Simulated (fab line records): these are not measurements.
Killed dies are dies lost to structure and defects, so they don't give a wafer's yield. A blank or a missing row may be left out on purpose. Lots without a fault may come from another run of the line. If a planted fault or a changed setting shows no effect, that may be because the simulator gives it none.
Chamber matching || flow nand_harc || 4 sister chambers for NHARC_P_BONDPAD_ETCH_37 on rie_diel-04
The step etches the open film in N2/H2, target depth 60 nm, overetch 18 nm, time 65.91 s. 4 wafers are shown with their chamber, then 8 later ones without.

== WAFERS PAIRED WITH THEIR CHAMBERS ==
{"wafer": "L829.4", "chamber": 3, "drypump_motor_current_A (A)": 5.6}
{"wafer": "L831.3", "chamber": 0, "drypump_motor_current_A (A)": 5.5}
{"wafer": "L831.6", "chamber": 2, "drypump_motor_current_A (A)": 4.8}
{"wafer": "L834.4", "chamber": 1, "drypump_motor_current_A (A)": 6.0}

== WAFERS MISSING THEIR CHAMBER ==
{"wafer": "L834.5", "drypump_motor_current_A (A)": 5.4}
{"wafer": "L834.6", "drypump_motor_current_A (A)": 6.1}
{"wafer": "L842.1", "drypump_motor_current_A (A)": 5.6}
{"wafer": "L842.5", "drypump_motor_current_A (A)": 5.6}
{"wafer": "L842.6", "drypump_motor_current_A (A)": 4.8}
{"wafer": "L844.1", "drypump_motor_current_A (A)": 5.6}
{"wafer": "L844.3", "drypump_motor_current_A (A)": 6.0}
{"wafer": "L844.6", "drypump_motor_current_A (A)": 5.6}

== CHAMBER TAKEN BY EACH ==
{"wafer": "L834.5", "from the rows above": 0, "in truth": 0}
{"wafer": "L834.6", "from the rows above": 1, "in truth": 1}
{"wafer": "L842.1", "from the rows above": 3, "in truth": 3}
{"wafer": "L842.5", "from the rows above": 3, "in truth": 3}
{"wafer": "L842.6", "from the rows above": 2, "in truth": 2}
{"wafer": "L844.1", "from the rows above": 3, "in truth": 3}
{"wafer": "L844.3", "from the rows above": 1, "in truth": 1}
{"wafer": "L844.6", "from the rows above": 3, "in truth": 3}
8 of 8 placed correctly. Number that these rows cannot place: 0. 0 placed wrongly.
How it was worked out, from the rows above alone: a wafer's distance from a chamber is the root of the sum, over the readings, of the square of ((its reading less the chamber's mean) divided by the reading's scatter). The wafer belongs to the nearest chamber; if the next one is less than 2 further off, it can't be placed. Each chamber's mean is taken over the wafers shown for it. The scatter: with one shown wafer a chamber, the root of the mean of the squares of how far each hidden wafer lies from its nearest shown one.
